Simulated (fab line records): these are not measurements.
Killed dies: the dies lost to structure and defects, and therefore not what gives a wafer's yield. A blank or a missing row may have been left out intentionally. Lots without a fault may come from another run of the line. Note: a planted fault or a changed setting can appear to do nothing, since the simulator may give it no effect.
A single fault, viewed from 2 desks / flow n5 finfet / only its own numbers are on each desk; what lay behind them is given at the end

## FROM THE METROLOGY DESK
What the gauges read, lot by lot, whatever tool the lot ran on: means of the sampled wafers that have a number. If a lot's mean is further than 4 standard deviations from the usual mean, the lot is out of limits and carries the mark OUT (the distance appears in the brackets). Readings shown: 7 out of 11 (the first out of limits, and those lying furthest out on some lot).
Columns: A = DIBL_N at N5_BEOL_M4_RC_MEAS_101, usual 36.9 mV/V; B = DIBL_P at N5_BEOL_M4_RC_MEAS_101, usual 36.7 mV/V; C = IOFF_P at N5_BEOL_M4_RC_MEAS_101, usual 0.22 nA/um; D = ION_N at N5_BEOL_M4_RC_MEAS_101, usual 674 uA/um; E = ION_P at N5_BEOL_M4_RC_MEAS_101, usual 461 uA/um; F = VT_P at N5_BEOL_M4_RC_MEAS_101, usual -250 mV; G = M8_ILD_THK at N5_BEOL_M8_THK_MEAS_01, usual 155.2 nm
lot=L449; first seen here=day 8 14:13; A=34.4; B=33.6; C=0.18; D=658; E=451; F=-252; G=155.7
lot=L448; first seen here=day 8 18:03; A=36.6; B=35.3; C=0.17; D=671; E=452; F=-256; G=156.8
lot=L447; first seen here=day 9 00:19; A=36.9; B=36.4; C=0.20; D=672; E=457; F=-251; G=154.7
lot=L452; first seen here=day 9 04:58; A=37.7; B=39.4; C=0.23; D=684; E=459; F=-252; G=155.3
lot=L451; first seen here=day 9 05:38; A=37.0; B=38.7; C=0.24; D=676; E=465; F=-248; G=155.7
lot=L454; first seen here=day 9 20:14; A=38.0; B=36.5; C=0.22; D=678; E=458; F=-250; G=155.0
lot=L465; first seen here=day 12 21:56; A=37.2; B=37.2; C=0.26; D=683; E=466; F=-245; G=115.3 (-19) OUT
lot=L466; first seen here=day 13 01:27; A=35.9; B=37.4; C=0.21; D=682; E=463; F=-249; G=121.6 (-16) OUT
lot=L469; first seen here=day 14 00:20; A=38.8; B=38.4; C=0.24; D=668; E=462; F=-248; G=157.2
This desk's result: L465, L466 out of limits, first on L465 (M8_ILD_THK at N5_BEOL_M8_THK_MEAS_01), day 14 04:22. L449, L448, L447, L452, L451, L454, L469 stayed within limits.

## TOOL OWNER'S DESK, pecvd-02
The tool's own readings at N5_BEOL_M8_ILD_DEP_00 (deposits SiCOH lowk from DEMS/porogen, target thk 179.75 nm, time 33.4 s): means of the sampled wafers that have a number, for each lot that ran on this tool. If a lot's mean is further than 4 standard deviations from the usual mean, the lot is out of limits and carries the mark OUT (the distance appears in the brackets).
Columns: A = heater power w at N5_BEOL_M8_ILD_DEP_00, usual 309 W; B = showerhead plenum p Torr at N5_BEOL_M8_ILD_DEP_00, usual 5.745 Torr; C = showerhead vpp V at N5_BEOL_M8_ILD_DEP_00, usual 1375 V; D = throttle valve pct at N5_BEOL_M8_ILD_DEP_00, usual 13.9 %
lot=L449; first seen here=day 9 18:18; A=293; B=5.744; C=1376; D=13.9
lot=L447; first seen here=day 10 01:59; A=379; B=5.737; C=1342; D=14.0
lot=L451; first seen here=day 10 10:05; A=367; B=5.738; C=1346; D=13.5
lot=L452; first seen here=day 10 10:22; A=351; B=5.735; C=1326; D=14.5
lot=L465; first seen here=day 14 03:47; A=330; B=5.753; C=1364; D=14.0
lot=L466; first seen here=day 14 05:17; A=345; B=5.734; C=1349; D=14.0
Finding of this desk: none of the 6 lots has anything out of limits.

## TAKEN TOGETHER
An alarm was possible from the metrology desk at day 14 04:22, on L465, L466.
The desk of the tool owner found nothing out of limits.
On record at the tool owner's desk: L465, L466, within its limits.
On pecvd-02, each named lot ran N5_BEOL_M8_ILD_DEP_00.

## WHAT HAD BEEN PUT IN BY THE SIMULATOR
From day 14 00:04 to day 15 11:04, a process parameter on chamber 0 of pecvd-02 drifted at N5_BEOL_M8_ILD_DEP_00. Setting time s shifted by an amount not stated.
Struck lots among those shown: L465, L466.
Hours from the fault's start to each desk's first reading out of limits: the metrology desk, 4.
